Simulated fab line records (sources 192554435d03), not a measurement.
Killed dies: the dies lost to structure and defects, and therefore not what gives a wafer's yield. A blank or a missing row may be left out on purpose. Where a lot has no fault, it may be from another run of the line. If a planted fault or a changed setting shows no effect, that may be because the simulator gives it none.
Struck lot and sound lot, side by side ; flow n5 finfet ; 14 out of 1938 route steps
Sound: wafers L872.1, L872.2, L872.3. Struck: wafer L877.6 (left out: L877.2, L877.3 of the same lot, which were not struck); the cause appears at the end.
Order at every step that has rows: each side's tool, ch and its chambers, its first start. Under that, the readings that differ: sound wafers ; struck wafers ; difference of the means ; sigmas: that difference in standard deviations of wafers without a fault.
alike: same words and numbers on both sides, and readings whose means sit less than 2 such deviations apart. not compared: any withheld reading, any reading some wafer has no value for, any bound like >300 that may hide the same value, and any number with overlapping values for which the record gives no deviation.
The two part at a step that has a row with sigmas, a row that says differs or no value, or rows on one side only. When numbers do not overlap yet have no deviation, they are printed without sigmas and do not part them. A reading missing from all wafers of one side parts the sides only when that side holds two or more wafers.

first, 3 steps without rows for these wafers: N5_BEOL_M8_EXPOSE_25 (exposes mask V7, target cd 40 nm); N5_BEOL_M8_PEB_26 (peb time 60 s); N5_BEOL_M8_DEVELOP_27 (develop time 30 s).
N5_BEOL_M8_CD_MEAS_28 targets a cd of 40 nm.
  sound on cd sem-03 ch 0, day 11 09:38; struck on cd sem-03 ch 0, day 12 01:32
  alike: cd nm
N5_BEOL_M8_OVL_MEAS_29:
  sound on overlay-02 ch 0, day 11 09:40; struck on overlay-02 ch 0, day 12 01:34
  alike: V7_OVL
N5_BEOL_M8_INSPECT_30: inspects for defects (brightfield).
  sound: defect inspect-01 at day 11 09:44; struck: defect inspect-02 at day 12 01:37
  alike: raw defect count
N5_BEOL_M8_DESCUM_33: chemistry O2, time 7 s.
  sound on rie diel-01 ch 0,1,2, day 11 09:46; struck on rie diel-01 ch 1, day 12 01:49
  alike: drypump motor current A, o2 flow sccm, oes product au, rf vpp V, showerhead plenum p Torr, throttle valve pct
  not compared: rf hours counter h
N5_BEOL_M8_ETCH_72: etches underlayer in N2/H2, target depth 6.5 nm, time 5.2 s.
  sound on rie diel-01 ch 0,1,2, day 11 09:48; struck on rie diel-01 ch 1, day 12 01:50
  alike: drypump motor current A, etch rf on time s, oes product au, rf vpp V, showerhead plenum p Torr, throttle valve pct
  not compared: rf hours counter h
N5_BEOL_M8_ETCH_65: etches SiARC in CF4, target depth 15.6 nm, time 26 s.
  sound on rie diel-01 ch 0,1,2, day 11 09:49; struck on rie diel-01 ch 1, day 12 01:52
  alike: drypump motor current A, etch rf on time s, oes product au, rf vpp V, showerhead plenum p Torr, throttle valve pct
  not compared: rf hours counter h
N5_BEOL_M8_ETCH_66: etches SOC in N2/H2, target depth 80 nm, overetch 16 nm, time 120 s.
  sound on rie diel-01 ch 0,1,2, day 11 09:51; struck on rie diel-01 ch 1, day 12 01:53
  alike: drypump motor current A, oes product au, rf vpp V, showerhead plenum p Torr, throttle valve pct
  not compared: rf hours counter h
then, 2 steps without rows for these wafers: N5_BEOL_M8_STRIP_69 (strips in N2/H2); N5_BEOL_M8_STRIP_73 (strips in N2/H2).
N5_BEOL_M8_VIA_ETCH_34: etches SiCOH lowk in C4F6/O2, target depth 125.5 nm, time 50.5 s.
  sound on rie diel-01 ch 0,1,2, day 11 09:57; struck on rie diel-01 ch 1, day 12 01:59
reading;sound;struck;difference;sigmas
model.etch.depth nm (nm);122 128.3 124.8;175.6;+50.6;
model.SOC_of_BEOL_M8_COAT_63.thk nm (nm);54.2 53.8 54;51.4;-2.6;
  alike: drypump motor current A, oes product au, rf vpp V, showerhead plenum p Torr, throttle valve pct
  not compared: rf hours counter h
then, 1 step without rows for these wafers: N5_BEOL_M8_STRIP_76 (strips in C4F6/O2).

== WHERE THEY PART ==
Nowhere in this record.

WHY: whatever the simulator had introduced
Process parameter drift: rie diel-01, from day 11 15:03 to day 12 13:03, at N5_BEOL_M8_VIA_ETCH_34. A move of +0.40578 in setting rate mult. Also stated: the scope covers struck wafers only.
